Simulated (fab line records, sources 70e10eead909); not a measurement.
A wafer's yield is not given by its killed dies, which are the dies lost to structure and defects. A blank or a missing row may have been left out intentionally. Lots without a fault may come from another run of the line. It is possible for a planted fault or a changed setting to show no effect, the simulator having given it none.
Problem report, 8D (eight disciplines) form, completed by code :: flow nand-harc :: the parts of the form that need people (team, actions taken, sign-off) are left out

## 1. THE ISSUE
Mean of sort_bin_2_pct at NHARC_END_SORT_01: 96.4 % over 2 wafers from 1 lot, against 1.6 % (standard deviation 0.7) on wafers with no fault. That is +99 or more standard deviations from the usual mean.
Earliest sighting: wafer L658.2 on prober-02 at day 23 02:55. The record holds 3 wafers of 1 lot with a number at this step. Rule for "out", or "out of limits": more than 4 standard deviations from the usual mean. All remaining wafers that have a number are taken as sound.

## 2. WHAT IT IS, AND WHAT IT ISN'T
question: which readings at this step
is: sort_bin_2_pct, defect-limited-yield, killed-at-array, killed-dies, sort-n-pass, sort-rim-yield-pct, sort-yield-pct
is not: killed-at-other, killed-at-periphery, killed-open, killed-short, sort_bin_3_pct, sort_bin_4_pct

question: which lots
is: L658
is not: -

question: which wafers of those lots
is: L658.2, L658.3
is not: L658.5

question: read on which gauges
is: prober-02
is not: -

question: when
is: from day 23 02:55
is not: up to then (0 sound wafers); but 1 sound wafer of L658 came after

## 3. SUSPECTS, AND WHAT RULES EACH OUT
Counting: any tool at a process step up to the reading remains a suspect provided it ran every lot that is out. Sound lots after the first of them don't rule it out here, since some wafers of a struck lot are sound.
- the gauge at NHARC_END_SORT_01: kept. All the wafers that are out were read on prober-02, and no step on other tools shows them out.
- pvd-sputter-03 at NHARC_A_M0_PVD_21 (deposits Cu, target thk 30 nm, time 20.49 s): kept. It ran the lot that is out, L658 (day 21 09:34).
- rie-diel-09 at NHARC_A_BONDPAD_ETCH_12 (etches the open film in CHF3/O2, target depth 220 nm, time 110 s): kept. It ran the lot that is out, L658 (day 23 02:55). NHARC_A_BONDPAD_ETCH_12 gives no start for some lots, so the hours and the order of its lots are those of NHARC_END_SORT_01.
- rie-diel-09 at NHARC_A_BONDPAD_ETCH_24 (etches the open film in CF4/N2, target depth 30 nm, time 72.99 s): kept. It ran the lot that is out, L658 (day 23 02:55). NHARC_A_BONDPAD_ETCH_24 gives no start for some lots, so the hours and the order of its lots are those of NHARC_END_SORT_01.
- pvd-sputter-01 at NHARC_A_BONDPAD_PVD_17 (deposits TaN, target thk 5 nm, time 8.06 s): kept. It ran the lot that is out, L658 (day 23 02:55). NHARC_A_BONDPAD_PVD_17 gives no start for some lots, so the hours and the order of its lots are those of NHARC_END_SORT_01.
Left after counting: pvd-sputter-03 at NHARC_A_M0_PVD_21, rie-diel-09 at NHARC_A_BONDPAD_ETCH_12, rie-diel-09 at NHARC_A_BONDPAD_ETCH_24, pvd-sputter-01 at NHARC_A_BONDPAD_PVD_17, prober-02 at NHARC_END_SORT_01.

## 4. THE CAUSE (what the simulator had put in)
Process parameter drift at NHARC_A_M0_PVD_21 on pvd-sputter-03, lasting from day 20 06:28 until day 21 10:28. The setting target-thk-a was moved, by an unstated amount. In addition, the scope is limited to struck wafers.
Counting leaves 5 suspects; this tool is one of them.

## 5. THE EFFECT CHAIN, in route order
Each row: a reading whose mean over the struck wafers that have a number lies more than 3 standard deviations from the usual. Readings are gone through only where the record gives a usual standard deviation; hours: the median, over the lots, of the time from a lot's start at the first step in this table giving one to that lot's start at this step; sigmas: the change measured in usual standard deviations.
hours: 0
step: NHARC_END_SORT_01
reading: defect-limited-yield
usual: 95.0 %
on struck wafers: 0.0
change: -95.0
sigmas: -56

hours: 0
step: NHARC_END_SORT_01
reading: killed-at-array
usual: 29
on struck wafers: 674
change: +644
sigmas: +54

hours: 0
step: NHARC_END_SORT_01
reading: killed-dies
usual: 34
on struck wafers: 677
change: +643
sigmas: +54

hours: 0
step: NHARC_END_SORT_01
reading: sort_bin_2_pct
usual: 1.6 %
on struck wafers: 96.4
change: +94.8
sigmas: +99 or more

hours: 0
step: NHARC_END_SORT_01
reading: sort-n-pass
usual: 643
on struck wafers: 0
change: -643
sigmas: -54

hours: 0
step: NHARC_END_SORT_01
reading: sort-rim-yield-pct
usual: 96.4 %
on struck wafers: 0.0
change: -96.4
sigmas: -37

hours: 0
step: NHARC_END_SORT_01
reading: sort-yield-pct
usual: 95.0 %
on struck wafers: 0.0
change: -95.0
sigmas: -56

## 6. WHAT WOULD HAVE CAUGHT IT SOONER
In this record the first reading out of limits at a measuring or inspecting step was taken at day 23 02:55, 68 hours after the fault began at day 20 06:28.
No tool reading at NHARC_A_M0_PVD_21 that has a usual standard deviation in the record was out on any struck wafer, so an alarm limit of 4 standard deviations on those readings would not have fired.
The start of NHARC_A_M0_PVD_21 on pvd-sputter-03 came by day 23 02:55 for every one of the lots that are out (1). Had the tool been put on hold then, not one of them would have been saved.
